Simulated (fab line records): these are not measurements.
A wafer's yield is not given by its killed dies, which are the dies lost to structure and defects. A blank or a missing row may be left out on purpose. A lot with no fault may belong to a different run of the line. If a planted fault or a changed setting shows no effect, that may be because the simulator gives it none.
Chamber matching :: flow nand-harc :: NHARC_A_CHANNEL_HOLE_D1_DEP_01 on pecvd-02 has 3 sister chambers
The step deposits SiON, target thk 140 nm. 3 wafers are shown with their chamber, then 11 later ones without.

== EACH WAFER AND ITS CHAMBER ==
wafer: L088.5
chamber: 2
heater-power-w (W): 725

wafer: L088.6
chamber: 1
heater-power-w (W): 838

wafer: L089.1
chamber: 0
heater-power-w (W): 809

== WAFERS WITHOUT THEIR CHAMBER ==
wafer: L089.4
heater-power-w (W): 862

wafer: L089.5
heater-power-w (W): 791

wafer: L094.1
heater-power-w (W): 828

wafer: L094.4
heater-power-w (W): 739

wafer: L094.5
heater-power-w (W): 834

wafer: L095.1
heater-power-w (W): 788

wafer: L095.5
heater-power-w (W): 760

wafer: L095.6
heater-power-w (W): 808

wafer: L096.1
heater-power-w (W): 804

wafer: L096.3
heater-power-w (W): 747

wafer: L096.5
heater-power-w (W): 770

== WHICH CHAMBER EACH ONE RAN IN ==
wafer: L089.4
from the rows above: can't be placed: 1 or 0
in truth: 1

wafer: L089.5
from the rows above: can't be placed: 0 or 1
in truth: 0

wafer: L094.1
from the rows above: can't be placed: 1 or 0
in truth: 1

wafer: L094.4
from the rows above: 2
in truth: 2

wafer: L094.5
from the rows above: can't be placed: 1 or 0
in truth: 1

wafer: L095.1
from the rows above: can't be placed: 0 or 1 or 2
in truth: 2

wafer: L095.5
from the rows above: can't be placed: 2 or 0
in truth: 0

wafer: L095.6
from the rows above: can't be placed: 0 or 1
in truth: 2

wafer: L096.1
from the rows above: can't be placed: 0 or 1
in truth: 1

wafer: L096.3
from the rows above: can't be placed: 2 or 0
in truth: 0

wafer: L096.5
from the rows above: can't be placed: 0 or 2 or 1
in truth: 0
1 of 11 placed correctly. Unplaceable from these rows: 10, with the true chamber sitting among the candidates in 9. 0 placed wrongly.
How it was worked out, from the rows above alone: a wafer's distance from a chamber is the root of the sum, over the readings, of the square of ((its reading less the chamber's mean) divided by the reading's scatter). If the next closest chamber is less than 2 further off than the closest, the wafer can't be placed; otherwise it belongs to the closest. Each chamber's mean is taken over the wafers shown for it. The scatter: root of mean squared gap, hidden wafer to nearest shown wafer, with one shown wafer a chamber.
